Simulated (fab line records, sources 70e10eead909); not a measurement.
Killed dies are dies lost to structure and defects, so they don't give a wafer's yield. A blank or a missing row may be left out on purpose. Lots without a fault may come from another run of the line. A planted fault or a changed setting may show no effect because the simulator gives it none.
fab line records | flow nand_harc | part 1 of 2: steps 1 to 4 of 6
record lots=23 wafers=69 last_day=34
route steps=1302 shown A_STAIRCASE@668
lots that met no fault: from a run of the same line without faults
start_h: hours from the record's first day to the start of the lot's first wafer shown | wait_h: hours since the lot's step before | " the same as in the row above | L1.1+2: a row that stands for several wafers | - no value, or no start given | * or withheld: withheld | < > ~ a bound
route shown NAME@n: a module of which the file shows steps, and the number in the route of the first | usual: mean/standard deviation of fault-free wafers | same: alike in all rows | chamber/n: place in a boat | sites: the reading at each site | _std_site: their standard deviation | _edge_site: outer sites' mean less inner sites' | radius_mm: how far each site lies from the wafer's centre | mask NAME#n: copy n | behind: the tool/chamber that last shaped the wafer | hold: why the lot was held/for how many hours/how that ended | device: the transistor (n, p or np) that didn't switch | end of line: the same wafers' tests at the end of the route | a step without rows: its recipe alone | killed: dies lost to structure and defects at the first sort, not the wafer's yield | map: a wafer's dies, x killed, . not, _ none there
set.NAME: the setting as run; set.NAME@STEP: as run at that earlier step | model.NAME: the simulator's own value behind a step, which no gauge read
steps of the route over a sample of lots; a table a step, a row a wafer
services: from which hour (start_h, from the record's first day; less than 0 if before it) a tool's chamber was out of use, for how many hours, and why
## steps
# step NHARC_A_STAIRCASE_TRIM_12
# recipe time_s=211.2 o2_flow_sccm=500 ar_flow_sccm=0 bias_w=0 chemistry=O2
# usual drypump_motor_current_A=5.5/0.44 oes_product_au=1.000/0.0077 rf_vpp_V=57.9/0.9 showerhead_plenum_p_Torr=3.55/0.15 throttle_valve_pct=17.036/0.01
# columns lot.wafer tool chamber start_h wait_h drypump_motor_current_A oes_product_au rf_hours_counter_h rf_vpp_V showerhead_plenum_p_Torr throttle_valve_pct
L074.1 rie_diel-09 3 356.46 0.1 6.5 1.011 8 58.8 3.66 17.049
L074.3 " 1 " " 5.6 0.988 6 57.6 3.56 17.044
L074.5 " 2 " " 4.9 1.004 - 57.1 3.60 17.029
L075.1 rie_diel-04 2 371.58 0.1 5.5 0.995 5 56.9 3.49 17.023
L075.4 " 3 " " 5.9 1.007 5 58.3 3.81 17.023
L075.2 " 1 " " 4.8 0.999 3 56.3 3.77 17.040
L077.1 rie_diel-09 2 376.66 0.1 4.9 1.003 17 58.4 3.60 17.034
L077.5 " 0 " " 5.8 0.999 - 57.1 3.42 17.057
L077.6 " 1 " " 5.6 1.009 - 57.6 3.55 17.033
L076.4 rie_diel-08 1 391.47 0.1 6.0 1.003 3 57.4 3.81 17.035
L076.1 " 3 " " 5.2 1.012 3 58.0 3.54 17.033
L076.5 " 0 " " 5.4 1.000 - 57.4 3.36 17.048
L078.3 rie_diel-08 2 403.43 0.1 5.3 0.995 9 57.0 3.37 17.019
L078.5 " 3 " " 5.2 1.006 - 56.5 3.53 17.045
L078.6 " 0 " " 5.4 0.993 - 57.8 3.36 17.046
L079.2 rie_diel-09 2 403.59 0.1 4.9 1.010 26 56.1 3.59 17.034
L079.1 " 3 " " 6.5 1.000 18 58.0 3.66 17.039
L079.6 " 2 " " 4.9 1.001 - 58.0 3.59 17.034
L080.3 rie_diel-08 2 405.92 0.1 5.2 1.002 10 57.0 3.37 17.031
L080.5 " 1 " " 6.0 0.989 - 58.9 3.80 17.032
L080.6 " 2 " " 5.3 0.989 - 56.7 3.37 17.035
L081.4 rie_diel-09 1 406.32 0.1 5.6 0.995 26 57.4 3.55 17.032
L081.3 " 0 " " 5.8 1.007 26 58.3 3.42 17.017
L081.5 " 2 " " 4.9 0.996 - 58.3 3.59 17.040
L082.2 rie_diel-04 2 442.61 0.1 5.5 1.000 23 58.3 3.48 17.027
L082.1 " 3 " " 5.9 1.000 24 58.6 3.79 17.043
L082.3 " 0 " " 5.7 1.009 22 57.1 3.43 17.045
L083.1 rie_diel-09 0 446.32 0.1 5.8 0.993 41 57.6 3.41 17.055
L083.5 " 1 " " 5.6 0.995 - 57.6 3.54 17.050
L083.6 " 2 " " 4.9 1.010 - 57.6 3.58 17.031
L084.3 rie_diel-09 0 452.55 0.1 5.8 1.000 42 57.2 3.41 17.034
L084.4 " 2 " " 4.9 0.987 41 57.0 3.58 17.043
L084.6 " 1 " " 5.6 1.004 - 57.8 3.54 17.031
L086.4 rie_diel-09 3 490.15 0.1 6.4 0.996 51 58.2 3.64 17.040
L086.2 " 0 " " 5.8 0.991 57 56.4 3.40 17.047
L086.1 " 1 " " 5.5 0.992 54 58.8 3.53 17.032
L089.2 rie_diel-04 3 505.36 0.1 5.9 1.006 42 57.2 3.78 17.029
L089.1 " 0 " " 5.7 1.001 40 57.1 3.42 17.049
L089.6 " 3 " " 5.9 0.992 - 57.1 3.78 17.035
L088.1 rie_diel-04 1 505.72 0.2 4.9 0.997 39 59.1 3.75 17.042
L088.6 " 2 " " 5.6 1.000 - 57.8 3.47 17.031
L088.5 " 3 " " 5.9 1.007 - 57.6 3.78 17.017
L087.1 rie_diel-04 3 505.97 0.1 5.9 1.006 43 57.2 3.78 17.022
L087.6 " 1 " " 4.9 0.998 - 60.1 3.75 17.044
L087.5 " 2 " " 5.5 0.998 - 56.9 3.47 17.034
L090.4 rie_diel-08 0 513.73 0.1 5.4 1.001 43 58.6 3.34 17.039
L090.2 " 3 " " 5.2 1.004 43 59.0 3.51 17.018
L090.6 " 1 " " 6.0 0.999 - 58.0 3.78 17.033
L091.2 rie_diel-08 0 530.47 0.1 5.4 0.980 48 58.4 3.34 17.025
L091.1 " 2 " " 5.2 0.999 44 57.6 3.35 17.045
L091.4 " 3 " " 5.2 1.000 48 58.3 3.51 17.046
L092.3 rie_diel-08 3 535.81 0.1 5.2 1.001 50 57.3 3.51 17.044
L092.4 " 1 " " 6.0 0.999 54 59.2 3.78 17.058
L092.5 " 2 " " 5.2 0.999 - 59.0 3.35 17.046
L093.3 rie_diel-08 3 544.50 0.1 5.3 1.009 53 58.3 3.51 17.041
L093.2 " 0 " " 5.4 0.983 53 57.7 3.34 17.023
L093.5 " 1 " " 6.0 1.001 - 58.8 3.77 17.044
L094.4 rie_diel-09 1 544.97 0.1 5.6 1.013 14 56.8 3.52 17.042
L094.2 " 2 " " 4.9 1.009 15 59.4 3.57 17.028
L094.3 " 3 " " 6.5 1.005 15 57.6 3.63 17.034
L095.1 rie_diel-09 1 567.18 0.1 5.6 0.991 21 58.0 3.52 17.029
L095.3 " 3 " " 6.4 1.010 22 59.1 3.62 17.053
L095.2 " 0 " " 5.8 0.999 21 57.6 3.39 17.043
L096.1 rie_diel-04 2 584.57 0.1 5.6 1.005 14 56.6 3.45 17.040
L096.2 " 3 " " 5.9 1.004 16 57.8 3.77 17.020
L096.5 " 2 " " 5.5 0.998 - 56.2 3.45 17.052
L097.2 rie_diel-08 2 599.05 0.1 5.3 0.994 13 57.6 3.34 17.033
L097.4 " 1 " " 6.1 1.002 12 57.8 3.77 17.039
L097.6 " 3 " " 5.3 0.989 - 57.7 3.50 17.037
# step NHARC_A_STAIRCASE_ETCH_19
# recipe target_depth_a=1000 time_s=40.5 ion_energy_ev=400 c4f8_flow_sccm=20 o2_flow_sccm=10 ar_flow_sccm=withheld rf_w=600 bias_w=1000 chemistry=C4F8/O2
# usual oes_product_au=0.942/0.01 rf_vpp_V=896/5.2
# columns lot.wafer tool chamber start_h wait_h oes_product_au rf_hours_counter_h rf_vpp_V
L074.3 rie_diel-09 0 - - 0.945 10 892
L074.1 " 2 " " 0.969 10 898
L074.5 " 1 " " 0.944 - 895
L075.4 rie_diel-04 0 - - 0.953 3 893
L075.1 " 1 " " 0.947 3 904
L075.2 " 2 " " 0.935 5 894
L077.1 rie_diel-09 0 - - 0.950 16 892
L077.6 " 1 " " 0.946 - 896
L077.5 " 0 " " 0.943 - 892
L076.1 rie_diel-08 1 - - 0.945 4 906
L076.4 " 2 " " 0.948 4 890
L076.5 " 0 " " 0.955 - 892
L078.3 rie_diel-08 1 - - 0.933 10 905
L078.6 " 2 " " 0.927 - 891
L078.5 " 3 " " 0.934 - 895
L079.2 rie_diel-09 0 - - 0.937 26 893
L079.1 " 1 " " 0.933 26 896
L079.6 " 3 " " 0.948 - 900
L080.3 rie_diel-08 1 - - 0.941 11 905
L080.5 " 2 " " 0.943 - 890
L080.6 " 3 " " 0.948 - 897
L081.3 rie_diel-09 0 - - 0.937 27 892
L081.4 " 1 " " 0.954 27 897
L081.5 " 0 " " 0.926 - 891
L082.2 rie_diel-04 2 - - 0.945 24 896
L082.3 " 3 " " 0.943 24 906
L082.1 " 1 " " 0.940 22 905
L083.1 rie_diel-09 0 - - 0.961 41 891
L083.6 " 0 " " 0.952 - 891
L083.5 " 1 " " 0.951 - 896
L084.3 rie_diel-09 1 - - 0.936 43 897
L084.4 " 0 " " 0.935 43 892
L084.6 " 1 " " 0.939 - 897
L086.2 rie_diel-09 2 - - 0.939 55 896
L086.4 " 3 " " 0.929 51 901
L086.1 " 1 " " 0.950 54 897
L089.1 rie_diel-04 2 - - 0.938 42 893
L089.2 " 3 " " 0.935 43 904
L089.6 " 3 " " 0.941 - 906
L088.1 rie_diel-04 1 - - 0.933 40 904
L088.6 " 0 " " 0.938 - 891
L088.5 " 1 " " 0.934 - 905
L087.1 rie_diel-04 0 - - 0.965 41 891
L087.5 " 0 " " 0.955 - 891
L087.6 " 1 " " 0.935 - 903
L090.4 rie_diel-08 3 - - 0.923 44 897
L090.2 " 1 " " 0.934 47 904
L090.6 " 3 " " 0.922 - 897
L091.4 rie_diel-08 2 - - 0.948 44 889
L091.1 " 0 " " 0.941 48 889
L091.2 " 1 " " 0.945 53 906
L092.4 rie_diel-08 2 - - 0.956 46 889
L092.3 " 3 " " 0.948 51 895
L092.5 " 0 " " 0.930 - 889
L093.3 rie_diel-09 3 - - 0.958 15 900
L093.2 " 0 " " 0.943 14 890
L093.5 " 1 " " 0.929 - 896
L094.3 rie_diel-09 0 - - 0.933 15 891
L094.2 " 1 " " 0.932 14 894
L094.4 " 3 " " 0.933 15 900
L095.2 rie_diel-09 3 - - 0.960 22 899
L095.3 " 0 " " 0.951 21 891
L095.1 " 1 " " 0.930 21 896
L096.1 rie_diel-04 1 - - 0.953 18 903
L096.2 " 3 " " 0.956 16 904
L096.5 " 2 " " 0.938 - 893
L097.4 rie_diel-08 3 - - 0.936 12 897
L097.2 " 1 " " 0.947 12 904
L097.6 " 3 " " 0.934 - 895
# step NHARC_A_STAIRCASE_TRIM_22
# recipe time_s=211.2 o2_flow_sccm=500 ar_flow_sccm=0 bias_w=0 chemistry=O2
# usual drypump_motor_current_A=5.5/0.44 oes_product_au=1.002/0.0066 rf_vpp_V=57.8/0.88 showerhead_plenum_p_Torr=3.54/0.15 throttle_valve_pct=17.036/0.01
# columns lot.wafer tool chamber start_h wait_h drypump_motor_current_A oes_product_au rf_hours_counter_h rf_vpp_V showerhead_plenum_p_Torr throttle_valve_pct
L074.1 rie_diel-09 1 - - 5.6 1.000 10 57.4 3.56 17.040
L074.3 " 3 " " 6.4 1.005 10 57.7 3.66 17.031
L074.5 " 2 " " 4.9 1.000 - 56.4 3.60 17.033
L075.1 rie_diel-04 2 - - 5.6 0.998 5 56.6 3.49 17.014
L075.2 " 3 " " 5.9 1.000 5 59.8 3.81 17.016
L075.4 " 0 " " 5.7 0.998 4 57.9 3.44 17.050
L077.1 rie_diel-08 3 - - 5.2 0.998 0 57.3 3.54 17.030
L077.5 " 1 " " 6.0 1.001 - 57.5 3.81 17.035
L077.6 " 2 " " 5.2 0.996 - 58.2 3.37 17.046
L076.4 rie_diel-08 3 - - 5.2 0.999 3 57.1 3.53 17.045
L076.1 " 1 " " 6.1 0.990 4 58.3 3.81 17.035
L076.5 " 3 " " 5.2 1.002 - 58.8 3.53 17.033
L078.3 rie_diel-08 3 - - 5.2 1.003 8 57.6 3.53 17.026
L078.5 " 3 " " 5.3 1.007 - 57.9 3.53 17.055
L078.6 " 0 " " 5.4 0.984 - 55.5 3.36 17.029
L079.1 rie_diel-04 3 - - 5.9 0.993 14 58.9 3.80 17.037
L079.2 " 0 " " 5.7 1.004 12 57.3 3.43 17.024
L079.6 " 0 " " 5.7 1.010 - 57.3 3.43 17.036
L080.3 rie_diel-08 0 - - 5.4 1.001 10 57.8 3.36 17.041
L080.6 " 2 " " 5.3 0.997 - 58.0 3.37 17.033
L080.5 " 3 " " 5.3 1.010 - 56.7 3.53 17.041
L081.4 rie_diel-04 0 - - 5.7 1.012 14 57.2 3.43 17.024
L081.3 " 2 " " 5.6 0.993 14 57.1 3.48 17.052
L081.5 " 1 " " 4.9 1.006 - 57.5 3.77 17.046
L082.3 rie_diel-04 1 - - 4.9 0.997 23 58.5 3.76 17.039
L082.1 " 3 " " 5.9 0.999 24 58.8 3.79 17.028
L082.2 " 0 " " 5.7 1.007 23 58.7 3.43 17.019
L083.1 rie_diel-09 3 - - 6.4 1.012 32 59.2 3.65 17.023
L083.6 " 1 " " 5.6 0.999 - 57.7 3.54 17.042
L083.5 " 2 " " 4.9 1.005 - 58.7 3.58 17.046
L084.4 rie_diel-08 3 - - 5.2 1.005 25 57.1 3.52 17.025
L084.3 " 0 " " 5.4 1.006 25 57.3 3.35 17.041
L084.6 " 2 " " 5.2 1.002 - 58.4 3.36 17.032
L086.1 rie_diel-04 1 - - 4.9 0.996 36 58.3 3.75 17.029
L086.2 " 2 " " 5.6 1.001 38 58.7 3.47 17.035
L086.4 " 0 " " 5.7 1.002 37 57.4 3.42 17.053
L089.2 rie_diel-09 1 - - 5.6 0.997 0 57.2 3.53 17.032
L089.1 " 0 " " 5.8 0.992 0 58.3 3.40 17.030
L089.6 " 2 " " 4.9 1.007 - 57.6 3.57 17.033
L088.1 rie_diel-04 2 - - 5.6 0.992 42 58.6 3.47 17.040
L088.5 " 0 " " 5.7 1.003 - 58.6 3.42 17.013
L088.6 " 1 " " 4.8 1.011 - 59.0 3.75 17.025
L087.1 rie_diel-08 0 - - 5.4 0.987 42 56.3 3.34 17.023
L087.6 " 3 " " 5.2 1.003 - 56.9 3.51 17.046
L087.5 " 0 " " 5.4 0.982 - 58.6 3.34 17.046
L090.2 rie_diel-08 3 - - 5.2 1.007 45 57.9 3.51 17.047
L090.4 " 2 " " 5.2 1.000 40 56.8 3.35 17.032
L090.6 " 0 " " 5.4 1.004 - 57.6 3.34 17.034
L091.2 rie_diel-08 2 - - 5.3 1.010 44 57.6 3.35 17.028
L091.4 " 0 " " 5.4 0.993 48 56.8 3.34 17.021
L091.1 " 1 " " 6.0 1.010 53 59.3 3.78 17.048
L092.4 rie_diel-09 1 - - 5.6 0.993 11 56.9 3.52 17.022
L092.3 " 3 " " 6.5 1.008 12 56.6 3.63 17.023
L092.5 " 1 " " 5.6 1.002 - 58.0 3.52 17.057
L093.2 rie_diel-09 3 - - 6.5 1.005 15 58.7 3.63 17.036
L093.3 " 0 " " 5.8 0.994 14 58.5 3.39 17.037
L093.5 " 0 " " 5.8 1.003 - 57.2 3.39 17.050
L094.3 rie_diel-04 1 - - 4.8 0.991 1 59.8 3.74 17.037
L094.2 " 2 " " 5.6 1.000 1 57.6 3.46 17.025
L094.4 " 3 " " 5.9 0.999 1 57.8 3.78 17.028
L095.1 rie_diel-04 1 - - 4.8 1.012 10 57.5 3.74 17.030
L095.2 " 2 " " 5.6 1.009 7 57.2 3.46 17.042
L095.3 " 3 " " 5.9 1.000 8 58.1 3.77 17.051
L096.2 rie_diel-09 3 - - 6.5 0.991 28 58.0 3.62 17.041
L096.1 " 0 " " 5.8 1.003 29 57.2 3.39 17.033
L096.5 " 3 " " 6.5 1.001 - 57.9 3.62 17.022
L097.2 rie_diel-09 1 - - 5.6 1.005 31 57.5 3.51 17.037
L097.4 " 3 " " 6.5 1.001 30 57.1 3.62 17.048
L097.6 " 1 " " 5.6 0.993 - 57.5 3.51 17.060
# step NHARC_A_STAIRCASE_TRIM_26
# recipe time_s=211.2 o2_flow_sccm=500 ar_flow_sccm=0 bias_w=0 chemistry=O2
# usual drypump_motor_current_A=5.6/0.46 oes_product_au=1.000/0.0075 rf_vpp_V=58.0/0.84 showerhead_plenum_p_Torr=3.56/0.16 throttle_valve_pct=17.035/0.0092
# columns lot.wafer tool chamber start_h wait_h drypump_motor_current_A oes_product_au rf_hours_counter_h rf_vpp_V showerhead_plenum_p_Torr throttle_valve_pct
L074.3 rie_diel-09 0 - - 5.8 1.005 11 57.8 3.43 17.040
L074.1 " 2 " " 4.9 0.998 10 58.8 3.60 17.044
L074.5 " 3 " " 6.5 1.001 - 58.9 3.66 17.051
L075.2 rie_diel-04 1 - - 4.8 1.005 3 58.1 3.77 17.053
L075.1 " 2 " " 5.6 1.005 5 58.5 3.49 17.038
L075.4 " 3 " " 5.9 0.994 6 57.3 3.81 17.030
L077.1 rie_diel-08 2 - - 5.3 1.010 0 56.8 3.37 17.028
L077.6 " 2 " " 5.3 1.000 - 57.9 3.37 17.033
L077.5 " 3 " " 5.3 1.004 - 56.8 3.54 17.041
L076.1 rie_diel-08 2 - - 5.3 0.990 4 56.2 3.37 17.038
L076.4 " 3 " " 5.2 0.998 4 57.2 3.53 17.034
L076.5 " 1 " " 6.0 0.997 - 58.2 3.81 17.041
L078.3 rie_diel-08 0 - - 5.4 0.990 9 57.1 3.36 17.033
L078.6 " 3 " " 5.2 1.004 - 58.3 3.53 17.051
L078.5 " 0 " " 5.4 0.990 - 58.7 3.36 17.012
L079.2 rie_diel-04 2 - - 5.6 0.998 13 57.2 3.48 17.036
L079.1 " 0 " " 5.7 1.004 12 57.6 3.43 17.036
L079.6 " 2 " " 5.6 0.995 - 58.1 3.48 17.037
L080.3 rie_diel-08 0 - - 5.4 0.992 10 57.5 3.36 17.027
L080.5 " 0 " " 5.4 0.986 - 58.0 3.36 17.019
L080.6 " 1 " " 6.0 0.997 - 59.6 3.80 17.042
L081.3 rie_diel-04 3 - - 5.9 0.998 15 58.6 3.80 17.030
L081.4 " 0 " " 5.7 1.010 14 57.5 3.43 17.029
L081.5 " 3 " " 5.9 0.999 - 57.4 3.80 17.036
L082.2 rie_diel-04 2 - - 5.6 0.998 24 58.3 3.48 17.026
L082.1 " 0 " " 5.7 1.009 23 56.9 3.43 17.040
L082.3 " 1 " " 4.9 0.998 23 59.1 3.76 17.042
L083.1 rie_diel-09 3 - - 6.5 1.013 32 59.1 3.65 17.038
L083.5 " 3 " " 6.5 1.009 - 59.3 3.65 17.022
L083.6 " 0 " " 5.8 0.998 - 57.1 3.41 17.040
L084.4 rie_diel-08 0 - - 5.4 0.987 25 57.1 3.35 17.032
L084.3 " 2 " " 5.2 0.992 26 56.7 3.36 17.026
L084.6 " 0 " " 5.4 0.982 - 57.4 3.35 17.037
L086.1 rie_diel-04 2 - - 5.6 1.011 38 57.0 3.47 17.033
L086.4 " 3 " " 5.9 0.997 39 59.7 3.79 17.056
L086.2 " 0 " " 5.7 1.016 37 57.7 3.42 17.047
L089.1 rie_diel-09 0 - - 5.8 0.985 0 58.5 3.40 17.047
L089.2 " 2 " " 4.9 0.995 0 58.5 3.58 17.044
L089.6 " 1 " " 5.6 0.998 - 58.2 3.53 17.035
L088.1 rie_diel-04 0 - - 5.7 1.002 41 57.4 3.42 17.041
L088.5 " 0 " " 5.7 1.011 - 57.8 3.42 17.031
L088.6 " 1 " " 4.8 1.012 - 57.3 3.75 17.041
L087.1 rie_diel-08 3 - - 5.2 0.993 42 57.2 3.51 17.039
L087.6 " 2 " " 5.2 0.997 - 57.5 3.35 17.033
L087.5 " 3 " " 5.3 0.997 - 58.5 3.51 17.028
L090.2 rie_diel-08 3 - - 5.2 0.988 45 59.2 3.51 17.039
L090.6 " 1 " " 6.0 1.002 - 57.1 3.78 17.035
L090.4 " 2 " " 5.2 1.001 - 57.3 3.35 17.035
L091.1 rie_diel-08 0 - - 5.4 0.983 48 58.7 3.34 17.032
L091.2 " 1 " " 6.0 1.009 53 57.9 3.78 17.034
L091.4 " 3 " " 5.2 1.000 49 58.4 3.51 17.028
L092.3 rie_diel-09 0 - - 5.8 1.006 12 56.8 3.39 17.043
L092.4 " 1 " " 5.6 0.995 12 57.9 3.52 17.048
L092.5 " 3 " " 6.5 0.996 - 58.2 3.63 17.032
L093.2 rie_diel-09 1 - - 5.6 0.988 15 58.0 3.52 17.030
L093.3 " 2 " " 4.9 1.014 16 59.3 3.57 17.043
L093.5 " 0 " " 5.8 0.998 - 58.2 3.39 17.029
L094.2 rie_diel-04 1 - - 4.9 0.997 1 59.4 3.74 17.035
L094.3 " 2 " " 5.6 1.000 1 58.6 3.46 17.023
L094.4 " 0 " " 5.7 1.010 1 57.7 3.41 17.031
L095.1 rie_diel-04 1 - - 4.9 1.000 10 57.6 3.74 17.047
L095.3 " 2 " " 5.6 1.005 8 58.6 3.46 17.047
L095.2 " 0 " " 5.7 1.023 11 56.7 3.40 17.048
L096.1 rie_diel-09 0 - - 5.8 1.007 29 58.4 3.38 17.030
L096.2 " 1 " " 5.6 0.997 29 58.0 3.51 17.020
L096.5 " 3 " " 6.5 1.009 - 59.2 3.62 17.026
L097.4 rie_diel-09 3 - - 6.5 1.000 30 58.6 3.62 17.058
L097.2 " 1 " " 5.6 0.991 31 57.3 3.51 17.059
L097.6 " 2 " " 4.9 1.004 - 58.1 3.56 17.041
